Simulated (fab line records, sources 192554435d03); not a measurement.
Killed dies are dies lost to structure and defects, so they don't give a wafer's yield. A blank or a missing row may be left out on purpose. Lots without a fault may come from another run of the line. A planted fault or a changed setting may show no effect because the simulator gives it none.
One fault seen from 2 desks | flow n5_finfet | each desk has only its own numbers; what lay behind them comes last

THE METROLOGY DESK
What the gauges read, lot by lot, whatever tool the lot ran on: means of the sampled wafers that have a number. A lot is out of limits, marked OUT, if its mean lies more than 4 standard deviations from the usual mean; the brackets give that distance. Of its 27 readings 7 are shown: the one that was out of limits first, and those that lie furthest out on some lot.
Columns: A = trench_depth_nm at N5_BEOL_M14_OCD_MEAS_35, usual 547 nm; B = M14_THK at N5_BEOL_M14_THK_MEAS_50, usual 540 nm; C = M14_RS at N5_BEOL_M14_RS_MEAS_54, usual 0.0338 ohm/sq; D = COMB_M6 at N5_BEOL_M15_RC_MEAS_101, usual 2.6e-11 S/m; E = SERP_M13 at N5_BEOL_M15_RC_MEAS_101, usual 0.309 ohm/um; F = SERP_M14 at N5_BEOL_M15_RC_MEAS_101, usual 0.164 ohm/um; G = SERP_M14_max_site at N5_BEOL_M15_RC_MEAS_101, usual 0.166 ohm/um
lot  | first seen here | A              | B              | C                 | D       | E     | F                | G
L483 | day 12 07:15    | 544            | 536            | 0.0340            | 2.8e-11 | 0.313 | 0.166            | 0.167
L488 | day 14 19:16    | 494 (-4.4) OUT | 484 (-4.6) OUT | 0.0386 (+6.2) OUT | 2.9e-11 | 0.309 | 0.186 (+4.9) OUT | 0.188 (+4.7) OUT
L497 | day 16 07:29    | 558            | 545            | 0.0331            | 3.6e-11 | 0.321 | 0.159            | 0.161
This desk's finding: out of limits on L488; first on L488, day 14 19:16 (trench_depth_nm at N5_BEOL_M14_OCD_MEAS_35). In limits: L483, L497.

THE TOOL OWNER'S DESK: rie_diel-04
The tool's own readings at N5_BEOL_M14_TRENCH_ETCH_34 (etches SiO2 in C4F8/O2/Ar, target depth 556.65 nm, time 126.9 s): means of the sampled wafers that have a number, for each lot that ran on this tool. A lot is out of limits, marked OUT, if its mean lies more than 4 standard deviations from the usual mean; the brackets give that distance.
Columns: A = drypump_motor_current_A at N5_BEOL_M14_TRENCH_ETCH_34, usual 5.4 A; B = oes_product_au at N5_BEOL_M14_TRENCH_ETCH_34, usual 0.77 a.u.; C = rf_vpp_V at N5_BEOL_M14_TRENCH_ETCH_34, usual 2226 V; D = showerhead_plenum_p_Torr at N5_BEOL_M14_TRENCH_ETCH_34, usual 3.42 Torr; E = throttle_valve_pct at N5_BEOL_M14_TRENCH_ETCH_34, usual 30.84 %
lot  | first seen here | A   | B    | C    | D    | E
L483 | day 12 07:06    | 5.4 | 0.73 | 2259 | 3.28 | 30.73
L488 | day 14 19:07    | 5.2 | 0.74 | 2237 | 3.37 | 30.80
This desk's finding: nothing out of limits on any of the 2 lots.

PUT TOGETHER
The metrology desk could have raised an alarm at day 14 19:16, on L488.
The tool owner's desk saw nothing out of limits.
The tool owner's desk has L488 on record, within its limits.
Of the lots named, all ran N5_BEOL_M14_TRENCH_ETCH_34 on rie_diel-04.

WHAT THE SIMULATOR HAD PUT IN
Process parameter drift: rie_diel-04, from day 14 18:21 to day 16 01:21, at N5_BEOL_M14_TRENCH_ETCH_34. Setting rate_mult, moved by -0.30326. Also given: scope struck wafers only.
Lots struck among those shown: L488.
Hours from the fault's start to each desk's first reading out of limits: the metrology desk, 1.
